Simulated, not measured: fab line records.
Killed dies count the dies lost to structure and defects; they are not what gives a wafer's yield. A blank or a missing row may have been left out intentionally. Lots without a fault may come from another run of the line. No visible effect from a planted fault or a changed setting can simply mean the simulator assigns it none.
What tool caused it? | flow n5-finfet | at 1 step of a route of 1938, 12 lots with 36 wafers sampled

## WHAT THE GAUGES SHOWED, per wafer
N5_BEOL_M2_CD_MEAS_18: pitch 36 nm, target cd 18 nm.
lot  | measured     | on        | cd-nm (nm)
L075 | day 6 22:49  | cd-sem-03 | 17.2 17.7 18.0
L077 | day 7 19:29  | cd-sem-01 | 17.8 17.8 18.1
L079 | day 7 20:46  | cd-sem-02 | 17.9 17.8 17.9
L081 | day 8 06:25  | cd-sem-03 | 17.8 17.3 17.8
L083 | day 9 02:43  | cd-sem-02 | 17.8 18.8 18.0
L084 | day 9 10:35  | cd-sem-01 | 17.7 17.8 17.2
L087 | day 9 19:27  | cd-sem-02 | 18.0 18.2 17.9
L088 | day 10 14:19 | cd-sem-02 | 17.8 17.6 17.5
L092 | day 10 23:00 | cd-sem-02 | 17.6 18.3 17.4
L093 | day 11 16:20 | cd-sem-03 | 17.8 17.9 17.8
L095 | day 11 23:07 | cd-sem-01 | 18.4 17.9 18.4
L097 | day 12 11:00 | cd-sem-02 | 17.8 18.1 17.4

## EACH LOT AND THE TOOL THAT RAN IT (in order: tool; ch and the chambers of the sampled wafers; start)
No process step before these readings appears in the record.

## THE ANSWER, worked out from the rows above alone
Rule: the lots themselves supply what counts as usual. The widest of any qualifying gaps counts: lots, ordered by their means at a reading, are off when they make up no more than a third of the lots, leave a main group of 4 or more, and stand apart from it by 3 or more times the standard deviation of that group's means. A main group is skipped when, at the precision printed for the reading in the tables above, its means are all equal. Also off: a lot with no number at a reading for which 4 or more lots have one. Any other lot the step has rows for is counted as sound.
No lot is off at any reading shown: from this, nothing can be told.

## WHAT THE SIMULATOR HAD PUT IN
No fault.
